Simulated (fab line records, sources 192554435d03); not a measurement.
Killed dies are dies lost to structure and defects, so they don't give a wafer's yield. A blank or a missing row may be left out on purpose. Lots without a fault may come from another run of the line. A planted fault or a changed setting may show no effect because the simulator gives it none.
Chamber matching | flow n5_finfet | N5_DUMMY_GATE_ALD_02 on ald_sin-04: 4 sister chambers
The step deposits SiO2, target thk 2 nm, pulse time 1 s. 8 wafers are shown with their chamber, then 12 later ones without.

WAFERS WITH THEIR CHAMBER
wafer  | chamber | heater_power_w (W) | precursor_pulse_height_rel
L087.3 | 0       | 494                | 0.976
L087.5 | 1       | 487                | 0.995
L089.1 | 3       | 436                | 0.980
L089.4 | 1       | 492                | 1.018
L089.6 | 3       | 424                | 1.024
L090.1 | 0       | 499                | 1.028
L090.4 | 2       | 432                | 1.021
L090.5 | 2       | 439                | 1.016

WAFERS WITHOUT THEIR CHAMBER
wafer  | heater_power_w (W) | precursor_pulse_height_rel
L091.1 | 504                | 0.998
L091.4 | 443                | 0.949
L091.5 | 439                | 1.003
L092.1 | 516                | 0.987
L092.4 | 488                | 0.977
L092.5 | 488                | 1.004
L093.1 | 442                | 1.031
L093.4 | 509                | 0.973
L093.6 | 437                | 0.952
L096.1 | 506                | 1.010
L096.3 | 488                | 1.008
L096.5 | 503                | 0.970

WHICH CHAMBER EACH WENT THROUGH
wafer  | from the rows above     | in truth
L091.1 | can't be placed: 0 or 1 | 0
L091.4 | can't be placed: 2 or 3 | 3
L091.5 | can't be placed: 2 or 3 | 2
L092.1 | can't be placed: 0 or 1 | 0
L092.4 | can't be placed: 1 or 0 | 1
L092.5 | can't be placed: 1 or 0 | 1
L093.1 | can't be placed: 2 or 3 | 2
L093.4 | can't be placed: 0 or 1 | 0
L093.6 | can't be placed: 3 or 2 | 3
L096.1 | can't be placed: 0 or 1 | 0
L096.3 | can't be placed: 1 or 0 | 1
L096.5 | can't be placed: 0 or 1 | 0
Placed correctly: 0 of 12. Can't be placed from these rows: 12 (the true chamber is among the candidates in 12). Placed wrongly: 0.
How it was worked out, from the rows above alone: a wafer's distance from a chamber is the root of the sum, over the readings, of the square of ((its reading less the chamber's mean) divided by the reading's scatter). The wafer belongs to the nearest chamber; if the next one is less than 2 further off, it can't be placed. A chamber's mean is the mean of its shown wafers. The scatter: the root of (the sum of the squares of (reading less its chamber's mean) over the shown wafers, divided by (wafers less chambers)).
